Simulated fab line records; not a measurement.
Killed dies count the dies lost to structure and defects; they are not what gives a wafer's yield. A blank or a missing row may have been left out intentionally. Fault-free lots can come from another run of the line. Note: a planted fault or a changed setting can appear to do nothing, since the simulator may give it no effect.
fab line records	flow nand-harc
[record] lots = 7	wafers = 21	last-day = 31
route steps=1302 shown P_GATE@199 END@1302
lots untouched by any fault: they come from a run of this same line in which no faults occurred
start-h: hours from the record's opening day to when the first of the lot's shown wafers began	wait-h: time in hours since the lot's previous step	" identical to the entry in the row above	L1.1+2: a row that stands for several wafers	- value missing, or start not given	* or withheld: withheld	< > ~ a bound
route shown NAME@n: names a module that has steps shown in the file, with the first one's number in the route	usual: mean/standard deviation of fault-free wafers	same: alike in all rows	chamber/n: place in a boat	sites: each site's reading	_std_site: how widely they spread, as a standard deviation	_edge_site: mean of outer sites minus mean of inner sites	radius-mm: for every site, how far away it sits from the centre of the wafer	mask NAME#n: copy n	behind: the tool/chamber that last shaped the wafer	hold: reason for holding the lot/hours on hold/outcome of the hold	device: the transistor (n, p or np) that didn't switch	end of line: the same wafers' tests at the end of the route	a step given without rows: its recipe and nothing more	killed: count of dies lost to structure and defects at first sort (not the wafer's yield)	map: the dies of a wafer, with x for killed, . for not killed, _ for no die there
set.NAME: the run value of the setting; set.NAME@STEP: its run value at that earlier step	model.NAME: the simulator's own value behind a step, which no gauge read
lots at selected steps of the route; one table per step, one row per wafer
services: when a tool's chamber went out of use (start-h, in hours from the record's first day, below 0 if earlier), for how many hours, and the reason
[[steps]]
[step NHARC_P_GATE_DEVELOP_90]
[recipe] time-s = 70
[step NHARC_P_GATE_CD_MEAS_91]
[recipe] target-cd-nm = 2000	landing-energy-ev = 500
[usual] cd-nm = 1999.0/1.6
lot.wafer	tool	chamber	start-h	wait-h	cd-nm
L551.1	cd-sem-02	0	113.32	-	1997.6
L551.3	"	0	"	"	1998.5
L551.4	"	0	"	"	1998.9
L554.4	cd-sem-01	0	143.15	-	1997.3
L554.5	"	0	"	"	1997.8
L554.6	"	0	"	"	1998.4
L561.1	cd-sem-01	0	215.48	-	1999.0
L561.3	"	0	"	"	1997.9
L561.5	"	0	"	"	1998.4
L566.2	cd-sem-03	0	256.53	-	1999.6
L566.3	"	0	"	"	1999.6
L566.4	"	0	"	"	1997.6
L567.1	cd-sem-03	0	273.24	-	1998.8
L567.4	"	0	"	"	2001.6
L567.5	"	0	"	"	2001.4
L568.2	cd-sem-03	0	281.94	-	1999.0
L568.3	"	0	"	"	1998.4
L568.6	"	0	"	"	1994.9
L569.2	cd-sem-03	0	301.57	-	1997.3
L569.4	"	0	"	"	1997.8
L569.6	"	0	"	"	1999.5
[step NHARC_P_GATE_HARDBAKE_92]
[recipe] temp-c = 125	time-s = 80
[step NHARC_P_GATE_DESCUM_93]
[recipe] time-s = 3	o2-flow-sccm = 200	ar-flow-sccm = 0	bias-power-w = 0	chemistry = O2
[usual] chamber-pressure-mTorr = 60.01/0.13	drypump-motor-current-A = 5.7/0.34	o2-flow-sccm = 199.9/0.61	oes-product-au = 0.999/0.009	rf-vpp-V = 57.6/0.93	showerhead-plenum-p-Torr = 1.90/0.094	throttle-valve-pct = 11.310/0.0085
[same] bias-power-w = 0
lot.wafer	tool	chamber	start-h	wait-h	chamber-pressure-mTorr	drypump-motor-current-A	o2-flow-sccm	oes-product-au	rf-hours-counter-h	rf-vpp-V	showerhead-plenum-p-Torr	throttle-valve-pct
L551.3	rie-diel-03	1	113.50	-	59.99	6.0	198.8	0.990	0	58.4	1.99	11.299
L551.1	"	2	"	"	60.02	5.5	199.4	1.019	0	57.2	1.85	11.313
L551.4	"	1	"	"	60.05	6.1	199.6	0.982	-	57.2	1.99	11.297
L554.4	rie-diel-03	0	143.32	-	59.98	5.3	199.5	0.988	2	57.3	1.78	11.309
L554.6	"	2	"	"	60.12	5.6	200.3	1.000	-	58.0	1.85	11.317
L554.5	"	3	"	"	60.08	5.8	200.5	0.998	-	56.0	1.79	11.298
L561.1	rie-diel-06	0	215.65	-	60.02	5.3	199.0	0.996	5	57.2	1.99	11.313
L561.3	"	1	"	"	59.96	5.5	200.6	0.998	6	58.1	2.01	11.298
L561.5	"	3	"	"	59.96	5.3	199.4	0.991	-	57.5	1.98	11.286
L566.4	rie-diel-03	2	256.70	-	59.94	5.5	199.9	1.025	9	56.9	1.85	11.311
L566.3	"	3	"	"	60.00	5.8	200.8	1.006	8	56.9	1.78	11.322
L566.2	"	0	"	"	59.99	5.3	199.5	0.998	7	56.7	1.78	11.322
L567.4	rie-diel-03	1	273.42	-	59.97	6.1	201.4	0.997	8	57.9	1.99	11.310
L567.1	"	3	"	"	60.03	5.8	200.1	0.992	8	56.9	1.78	11.323
L567.5	"	0	"	"	60.01	5.3	200.7	0.992	-	59.3	1.78	11.316
L568.2	rie-diel-06	2	282.12	-	60.09	5.9	199.8	0.984	9	55.8	1.89	11.294
L568.3	"	3	"	"	59.98	5.3	199.3	0.991	9	57.8	1.98	11.313
L568.6	"	1	"	"	59.97	5.5	199.6	0.990	-	58.1	2.01	11.319
L569.2	rie-diel-10	3	301.73	-	60.04	5.9	199.0	1.013	3	57.1	2.02	11.314
L569.4	"	2	"	"	59.99	5.7	201.1	0.997	3	57.3	1.79	11.304
L569.6	"	0	"	"	59.94	6.4	200.2	0.995	-	56.9	1.98	11.307
[step NHARC_P_GATE_IMPLANT_94]
[recipe] energy-kev = 60	dose-cm2 = 2e+15	tilt-deg = 7
[step NHARC_P_GATE_STRIP_113]
[recipe] power-w = 1500	temp-c = 110	time-s = 740	chemistry = N2/H2
[usual] drypump-motor-current-A = 5.3/0.52	heater-power-w = 93/4	temp-c = 109.98/0.15
lot.wafer	tool	chamber	start-h	wait-h	drypump-motor-current-A	heater-power-w	rf-hours-counter-h	temp-c
L551.1	plasma-asher-01	0	113.99	0.3	5.7	92	24	109.96
L551.3	"	1	"	"	6.1	94	-	110.01
L551.4	"	0	"	"	5.7	90	-	110.13
L554.4	plasma-asher-02	1	143.90	0.3	5.2	87	-	110.13
L554.5	"	1	"	"	5.2	87	-	110.03
L554.6	"	0	"	"	4.8	97	-	110.09
L561.1	plasma-asher-02	0	216.15	0.3	4.8	96	27	109.89
L561.3	"	1	"	"	5.2	88	-	110.02
L561.5	"	0	"	"	4.8	98	-	110.15
L566.2	plasma-asher-02	0	258.00	1.1	4.8	93	0	109.94
L566.4	"	0	"	"	4.8	94	-	109.93
L566.3	"	1	"	"	5.2	96	-	109.97
L567.1	plasma-asher-01	0	273.77	0.2	5.7	91	21	110.06
L567.4	"	1	"	"	6.1	98	-	109.88
L567.5	"	1	"	"	6.1	100	-	109.84
L568.2	plasma-asher-02	0	282.46	0.2	4.8	95	5	109.84
L568.3	"	1	"	"	5.2	93	-	109.89
L568.6	"	0	"	"	4.8	94	-	110.18
L569.2	plasma-asher-02	0	302.10	0.2	4.8	96	9	109.89
L569.4	"	0	"	"	4.8	94	-	109.89
L569.6	"	0	"	"	4.8	93	-	109.75
[step NHARC_P_GATE_STRIP_95]
[recipe] power-w = 1500	temp-c = 250	chemistry = O2
[step NHARC_P_GATE_STRIP_96]
[recipe] time-s = 900	temp-c = 130	chemistry = SPM
[step NHARC_P_GATE_RTA_64]
[recipe] temp-c = 1050	time-s = 1
[usual] anneal-temp-c-max = 1055.4/1.1	lamp-power-pct = 31.8/1.2	lamp_zone_7_pct = 32.2/1.2	wafer_temp_C_max = 1056.9/1.2
lot.wafer	tool	chamber	start-h	wait-h	anneal-temp-c-max	lamp-power-pct	lamp_zone_7_pct	wafer_temp_C_max
L551.1	rtp-anneal-02	0	115.15	-	1057.3	30.8	31.2	1056.8
L551.3	"	0	"	"	1054.6	30.8	31.1	1058.0
L551.4	"	0	"	"	1055.4	30.8	31.2	1055.9
L554.4	rtp-anneal-02	0	145.02	-	1055.3	30.8	31.2	1057.8
L554.5	"	0	"	"	1055.3	30.8	31.3	1055.8
L554.6	"	0	"	"	1054.9	30.9	31.3	1058.1
L561.1	rtp-anneal-02	0	217.30	-	1055.1	30.8	31.2	1058.5
L561.3	"	0	"	"	1056.3	30.9	31.2	1056.3
L561.5	"	0	"	"	1056.0	30.9	31.2	1056.2
L566.2	rtp-anneal-01	0	259.31	-	1055.1	33.4	33.8	1057.7
L566.3	"	0	"	"	1053.3	33.3	33.8	1058.6
L566.4	"	0	"	"	1056.5	33.3	33.7	1057.0
L567.1	rtp-anneal-02	0	275.08	-	1055.5	30.8	31.3	1058.0
L567.4	"	0	"	"	1054.2	30.9	31.2	1058.0
L567.5	"	0	"	"	1055.2	30.8	31.2	1056.3
L568.2	rtp-anneal-01	0	283.77	-	1056.0	33.4	33.7	1054.9
L568.3	"	0	"	"	1059.4	33.3	33.7	1056.4
L568.6	"	0	"	"	1054.1	33.4	33.8	1055.3
L569.2	rtp-anneal-02	0	303.41	-	1054.9	30.9	31.2	1057.4
L569.4	"	0	"	"	1056.4	30.8	31.3	1056.7
L569.6	"	0	"	"	1056.4	30.8	31.2	1057.6
[step NHARC_P_GATE_ETCH_77]
[recipe] target-depth-a = 60	chemistry = dHF	material = SiO2
[step NHARC_P_GATE_DEGAS_109]
[recipe] temp-c = 300	time-s = 60
[usual] heater-power-w = 457/49
lot.wafer	tool	chamber	start-h	wait-h	heater-power-w
L551.3	pvd-sputter-01	-	115.46	0.1	384
L551.1	"	-	"	"	459
L551.4	"	-	"	"	401
L554.4	pvd-sputter-02	-	145.28	0.1	507
L554.6	"	-	"	"	541
L554.5	"	-	"	"	473
L561.1	pvd-sputter-01	-	217.60	0.1	522
L561.3	"	-	"	"	408
L561.5	"	-	"	"	383
L566.4	pvd-sputter-02	-	259.58	0.1	461
L566.2	"	-	"	"	497
L566.3	"	-	"	"	533
L567.1	pvd-sputter-03	-	275.38	0.1	505
L567.4	"	-	"	"	425
L567.5	"	-	"	"	385
L568.3	pvd-sputter-03	-	284.05	0.1	507
L568.2	"	-	"	"	427
L568.6	"	-	"	"	502
L569.2	pvd-sputter-02	-	303.69	0.1	426
L569.4	"	-	"	"	519
L569.6	"	-	"	"	481
[step NHARC_P_GATE_PRE_CLEAN_110]
[recipe] time-s = 30	bias-v = 200	gas = Ar
[step NHARC_P_GATE_SPUTTER_78]
[recipe] target-thk-a = 100	material = Ni
lot.wafer	tool	chamber	start-h	wait-h
L551.3+1+4	pvd-sputter-01	-	115.56	-
L554.4+5+6	pvd-sputter-02	-	145.38	-
L561.3+1+5	pvd-sputter-01	-	217.70	-
L566.4+2+3	pvd-sputter-02	-	259.68	-
L567.1+4+5	pvd-sputter-03	-	275.48	-
L568.3+2+6	pvd-sputter-03	-	284.16	-
L569.2+4+6	pvd-sputter-02	-	303.78	-
[step NHARC_P_GATE_SPUTTER_79]
[recipe] target-thk-a = 100	material = TiN
[step NHARC_P_GATE_RTA_80]
[recipe] temp-c = 300	time-s = 30
[step NHARC_P_GATE_STRIP_67]
[recipe] time-s = 600	temp-c = 130	chemistry = SPM
[step NHARC_P_GATE_RTA_82]
[recipe] temp-c = 450	time-s = 30
[usual] anneal-temp-c-max = 452.4/0.44	lamp-power-pct = 3.73/0.14	lamp_zone_7_pct = 3.93/0.15	wafer_temp_C_max = 452.9/0.55
lot.wafer	tool	chamber	start-h	wait-h	anneal-temp-c-max	lamp-power-pct	lamp_zone_7_pct	wafer_temp_C_max
L551.1	rtp-anneal-01	0	116.23	-	452.2	3.90	4.11	451.9
L551.3	"	0	"	"	452.8	3.91	4.10	453.0
L551.4	"	0	"	"	452.2	3.90	4.11	452.9
L554.4	rtp-anneal-01	0	146.11	-	452.4	3.90	4.11	452.9
L554.5	"	0	"	"	453.2	3.90	4.10	453.1
L554.6	"	0	"	"	453.3	3.90	4.10	452.3
L561.1	rtp-anneal-01	0	218.53	-	452.3	3.90	4.11	453.7
L561.3	"	0	"	"	451.7	3.90	4.11	453.4
L561.5	"	0	"	"	452.1	3.90	4.11	452.8
L566.2	rtp-anneal-01	0	260.37	-	452.1	3.90	4.11	452.4
L566.3	"	0	"	"	452.2	3.90	4.11	453.2
L566.4	"	0	"	"	452.4	3.90	4.11	451.7
L567.1	rtp-anneal-02	0	276.13	-	452.1	3.61	3.80	453.6
L567.4	"	0	"	"	453.1	3.61	3.80	452.7
L567.5	"	0	"	"	452.9	3.61	3.80	454.3
L568.2	rtp-anneal-01	0	284.82	-	452.2	3.91	4.10	452.9
L568.3	"	0	"	"	452.4	3.90	4.11	452.7
L568.6	"	0	"	"	452.3	3.90	4.11	452.4
L569.2	rtp-anneal-02	0	304.46	-	452.1	3.61	3.80	452.6
L569.4	"	0	"	"	452.8	3.61	3.80	452.6
L569.6	"	0	"	"	452.3	3.61	3.80	452.9
[step NHARC_P_GATE_INSPECT_68]
[usual] raw-defect-count = 230/120
lot.wafer	tool	chamber	start-h	wait-h	raw-defect-count
L551.1	defect-inspect-02	-	116.43	0.2	124
L551.3	"	-	"	"	120
L551.4	"	-	"	"	144
L554.4	defect-inspect-01	-	146.25	0.1	258
L554.5	"	-	"	"	419
L554.6	"	-	"	"	241
L561.1	defect-inspect-01	-	218.72	0.2	163
L561.3	"	-	"	"	135
L561.5	"	-	"	"	135
L566.2	defect-inspect-02	-	260.53	0.1	148
L566.3	"	-	"	"	141
L566.4	"	-	"	"	137
L567.1	defect-inspect-01	-	276.34	0.2	183
L567.4	"	-	"	"	332
L567.5	"	-	"	"	236
L568.2	defect-inspect-02	-	284.99	0.1	237
L568.3	"	-	"	"	235
L568.6	"	-	"	"	166
L569.2	defect-inspect-02	-	304.63	0.1	303
L569.4	"	-	"	"	178
L569.6	"	-	"	"	355
[step NHARC_END_SORT_01]
[recipe] temp-c = 25
[usual] killed-at-array = 62/22	killed-at-other = 1.0/1.4	killed-at-periphery = 4.2/2.8	killed-dies = 67/23	killed-open = 3.1/1.7	killed-short = 2.1/1.5
[same] gross-dies = 677
lot.wafer	tool	chamber	start-h	wait-h	killed-at-array	killed-at-other	killed-at-periphery	killed-dies	killed-open	killed-short
L561.1	prober-02	0	661.64	2.5	62	0	3	65	1	1
L561.3	prober-02	0	663.25	3.1	55	0	2	57	2	3
L561.5	prober-02	0	664.85	3.7	61	2	2	65	4	2
L567.1	prober-02	0	717.66	2.5	48	3	589	640	6	1
L567.4	prober-02	0	720.03	3.4	47	0	602	649	1	2
L567.5	prober-02	0	720.81	3.7	44	2	603	649	1	2
L568.2	prober-01	0	732.42	2.8	29	0	614	643	5	0
L568.3	prober-01	0	733.22	3.1	22	0	621	643	1	2
L568.6	prober-01	0	735.61	4.0	32	0	610	642	2	1
L569.2	prober-01	0	749.40	2.8	110	0	543	653	2	2
L569.4	prober-01	0	750.98	3.4	104	0	543	647	3	1
L569.6	prober-01	0	752.56	4.0	85	0	548	633	1	1
// killed by level:class
L561.1 A_CHANNEL_HOLE_D1:chamber-film-flake=30 A_CHANNEL_HOLE_D2:chamber-film-flake=21 A_CONTACT:chamber-film-flake=6 A_DECK1_JOINT:chamber-film-flake=2 P_CONTACT:geometric-particle:open=1 A_WL_FILL:geometric-particle:short=1 P_STI:chamber-film-flake=1 P_CONTACT:chamber-film-flake=1
L561.3 A_CHANNEL_HOLE_D1:chamber-film-flake=24 A_CHANNEL_HOLE_D2:chamber-film-flake=18 A_CONTACT:chamber-film-flake=4 A_DECK1_JOINT:chamber-film-flake=2 A_WL_FILL:chamber-film-flake=2 A_DECK1_JOINT:geometric-particle:short=1 A_ONON_D2:geometric-particle:short=1 A_CHANNEL_HOLE_D2:geometric-particle:open=1
L561.5 A_CHANNEL_HOLE_D1:chamber-film-flake=30 A_CHANNEL_HOLE_D2:chamber-film-flake=13 A_STAIRCASE:chamber-film-flake=4 A_CONTACT:chamber-film-flake=4 A_M1:chamber-film-flake=2 THIN_TSV:chamber-film-flake=2 P_M1:geometric-particle:open=1 A_CHANNEL_FILL_D1:geometric-particle:short=1
L567.1 P_GATE:area-sputter=580 A_CHANNEL_HOLE_D1:chamber-film-flake=28 P_CONTACT:chamber-film-flake=5 P_GATE:chamber-film-flake=4 A_CONTACT:chamber-film-flake=4 A_STAIRCASE:chamber-film-flake=3 A_SLIT:chamber-film-flake=3 THIN_TSV:chamber-film-flake=3
L567.4 P_GATE:area-sputter=592 A_CHANNEL_HOLE_D1:chamber-film-flake=32 A_CONTACT:chamber-film-flake=7 P_CONTACT:chamber-film-flake=6 P_GATE:chamber-film-flake=3 A_STAIRCASE:chamber-film-flake=2 P_CONTACT:geometric-particle:open=1 A_SGD_CUT:geometric-particle:short=1
L567.5 P_GATE:area-sputter=594 A_CHANNEL_HOLE_D1:chamber-film-flake=25 A_CONTACT:chamber-film-flake=10 P_GATE:chamber-film-flake=4 A_SLIT:chamber-film-flake=3 P_STI:chamber-film-flake=2 THIN_TSV:chamber-film-flake=2 P_CONTACT:chamber-film-flake=2
L568.2 P_GATE:area-sputter=612 A_CHANNEL_HOLE_D1:chamber-film-flake=9 A_STAIRCASE:chamber-film-flake=8 A_CONTACT:chamber-film-flake=4 A_SLIT:chamber-film-flake=3 P_CONTACT:geometric-particle:open=1 P_M2:geometric-particle:open=1 A_ONON_D2:geometric-particle:open=1
L568.3 P_GATE:area-sputter=618 A_CHANNEL_HOLE_D1:chamber-film-flake=8 A_STAIRCASE:chamber-film-flake=6 P_ZERO_WELL:chamber-film-flake=2 A_CHANNEL_FILL_D1:chamber-film-flake=2 P_GATE:geometric-particle:open=1 A_DECK1_JOINT:geometric-particle:short=1 A_M0:geometric-particle:short=1
L568.6 P_GATE:area-sputter=609 A_CHANNEL_HOLE_D1:chamber-film-flake=9 A_SLIT:chamber-film-flake=7 A_STAIRCASE:chamber-film-flake=4 A_DECK1_JOINT:chamber-film-flake=2 A_WL_FILL:chamber-film-flake=2 A_CHANNEL_FILL_D1:geometric-particle:open=1 A_CHANNEL_FILL_D1:geometric-particle:short=1
L569.2 P_GATE:area-sputter=534 A_SLIT:chamber-film-flake=32 A_CHANNEL_HOLE_D1:chamber-film-flake=28 A_CHANNEL_HOLE_D2:chamber-film-flake=28 A_STAIRCASE:chamber-film-flake=12 A_CONTACT:chamber-film-flake=5 P_STI:chamber-film-flake=3 P_M2:chamber-film-flake=2
L569.4 P_GATE:area-sputter=535 A_CHANNEL_HOLE_D1:chamber-film-flake=32 A_SLIT:chamber-film-flake=24 A_CHANNEL_HOLE_D2:chamber-film-flake=22 A_CONTACT:chamber-film-flake=12 A_STAIRCASE:chamber-film-flake=9 P_M2:chamber-film-flake=3 A_CONTACT:geometric-particle:open=2
L569.6 P_GATE:area-sputter=538 A_CHANNEL_HOLE_D1:chamber-film-flake=26 A_SLIT:chamber-film-flake=25 A_CHANNEL_HOLE_D2:chamber-film-flake=21 A_STAIRCASE:chamber-film-flake=7 P_STI:chamber-film-flake=4 A_CONTACT:chamber-film-flake=4 P_ZERO_WELL:chamber-film-flake=3
// map L567.4 (x killed, . not)
____________x____________
_________xxxxxxx_________
_______xxxxxxxxxxx_______
______xxx.xxxxxxxxx______
_____x.xxxxxxxxxxxxx_____
____xxxxxxxxxxxxxxxxx____
____xxxxxxxxx.xxxxxxx____
___xxxxxx.xxxxxxxxxxxx___
___xxxxxxxxx.xxxxxxxxx___
__xxxxxxxxxxxx.xxxxxxxx__
__xxxxxxxxxxxxx.xxxxxxx__
_xxxxxxxxxxxxxxxxxxxxxxx_
_xxxxxxxxxxxx..xxxxxxxxx_
_xxxxx.xxxxxxx.xxxxxxxxx_
_xxxxxxxxxxxxxxxxxxxxxxx_
_xxxx.xxxxxxxxxxxxxxxxxx_
xxxxxx.xx..xxxxxxxxxxxxxx
xxxxxxxxxx..xxx.xxxxxxxxx
xxxxx.xx.xxxxxxxx.xxxxxxx
xxxxxxxxx.xx.xx.xxxxxxxxx
xxxxxxxxxxxxxxxx.xxxxxxxx
_xxxxx.xx.x.xxxxxxxxxxxx_
_xxxxxxxxxxxxxxxxxxxxxxx_
_xxxxxxxxxxxxxxxxxxxxxxx_
_xxxxxxxxxxxxxxxxxxxxxxx_
_xxxxxxxxxxxxxxxxxxxxxxx_
__xxxxxxxxxxxxxxxxxxxxx__
__xxxxxxxxxxxxxxxxxxxxx__
___xxxxxxxxxxxxxxxxxxx___
___xxxxxxxxxxxxxxxxxxx___
____xxxxxxxxxxxxxxxxx____
____xxxxxxxxxxxxxxxxx____
_____xxxxxxxxxxxxxxx_____
______xxxxxxxxxxxxx______
_______xxxxxxxxxxx_______
_________xxxxxxx_________
____________x____________
// map L568.2 (x killed, . not)
____________x____________
_________xxxxxxx_________
_______xxxxxxxxxxx_______
______xxxxxxxxxxxxx______
_____xxxxxxxxxxxxxxx_____
____xxxxxxxxxxxxxxxxx____
____xxxxxxxxxxxxxxxxx____
___xxxxxxxxxxxxxxxxxxx___
___xxxxxxxxxxxxxxxxxxx___
__xxxxxxxxxxxx.xxxxxxxx__
__xxxxxxxxxxxxxxxxxxxxx__
_xxxxxxxxxx.xx.xxxxxxxxx_
_xxxxxxxxxxxxxxxxxxxxxxx_
_xxxxxxxxxxxxxxxxxxxxxxx_
_xxxxxxxx.xxx.xxxxxxxxxx_
_xxx.xxxxxx.xx...xxxxxxx_
xxxxxxxxxxxxxxxxxxxxxxxxx
xxxxxxxx..xx.xxxxx.xxxxxx
xxxxxxxxxxxxxx.xxx.x.xxxx
xxxxxxxxxx.x..xxxxxxxxxxx
xxxxxxxxxxxxxx.xx.xxxxxxx
_xxxxxxxxxxx.xxxxxxxxxxx_
_xxxxxx.xxx.xxx.x.xxxxxx_
_xxxxxxxxx.xxxxxxxxxxxxx_
_xxxxxxxxxxx.xxxxxxxxxxx_
_xxxxxx.xxx..xxx.xxxxxxx_
__xxxxxxxxxxxxxxxxxxxxx__
__xxxxxxxx.xxxxxxxxxxxx__
___xxxxxxxxxxxxxxxxxxx___
___xxxxxxxxxxxxxxxxxxx___
____xxxxxxxxxxxxxxxxx____
____xxxxxxxxxxxxxxxxx____
_____xxxxxxxxxxxxxxx_____
______xxxxxxxxxxxxx______
_______xxxxxxxxxxx_______
_________xxxxxxx_________
____________x____________
[[services]]
tool	chamber	start-h	hours	kind
rie-diel-03	3	94.51	25.0	repair
pvd-sputter-02	-	104.05	10.0	pm
rie-diel-03	-	104.30	9.0	pm
rie-diel-10	3	108.30	13.7	repair
pvd-sputter-01	-	122.92	8.7	repair
rie-diel-06	-	130.20	9.0	pm
plasma-asher-01	-	165.53	9.0	pm
pvd-sputter-03	-	168.65	0.8	repair
pvd-sputter-03	-	170.06	10.0	pm
rie-diel-06	0	201.94	10.2	repair
rie-diel-06	2	206.83	4.9	repair
rie-diel-06	-	208.47	0.6	repair
rie-diel-03	0	213.28	5.7	repair
rie-diel-03	1	214.60	5.0	repair
plasma-asher-01	-	220.77	3.8	repair
pvd-sputter-01	-	226.00	10.0	pm
pvd-sputter-01	-	244.15	6.5	repair
plasma-asher-02	-	249.00	9.0	pm
rie-diel-03	-	253.51	0.7	repair
rie-diel-03	-	281.30	9.0	pm
pvd-sputter-02	-	282.05	10.0	pm
pvd-sputter-03	-	286.18	9.4	repair
plasma-asher-01	-	291.09	1.2	repair
rie-diel-03	3	296.53	3.5	repair
[[key]]
[first-sign] step = NHARC_END_SORT_01	reading = killed-at-periphery	direction = up	sigmas = 99+	usual = 4.2	struck = 585.9
[effect] step = NHARC_END_SORT_01	reading = killed-dies	direction = up	sigmas = 25	usual = 67	struck = 644
[more-kills-born-at] NHARC_P_GATE_SPUTTER_78@pvd-sputter-03 = 3605	NHARC_P_GATE_SPUTTER_78@pvd-sputter-02 = 1607
met-at NHARC_P_GATE_SPUTTER_78
struck-wafers L567.1,L567.4,L567.5,L568.2,L568.3,L568.6,L569.2,L569.4,L569.6
later-rows-left-out L567.1,L567.4,L567.5,L568.2,L568.3,L568.6,L569.2,L569.4,L569.6
tester-left-out L567,L568,L569
onset-between 259.68 275.48
also-fits time
[fault] kind = skipped-step-whole	tool = pvd-sputter-02,pvd-sputter-03	chamber = -	onset-h = 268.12	steps = NHARC_P_GATE_SPUTTER_78	scope = struck-lots-only
// tester-left-out: of these lots the tester's yield and bins aren't shown, on N5 and GAA mostly nor the transistor test; their killed dies are dies lost to structure and defects alone, not to doping, threshold or leakage, so they don't give the yield
// later-rows-left-out: the simulator's readings of these wafers behind a module that went badly wrong aren't trusted and aren't shown, but for the sort
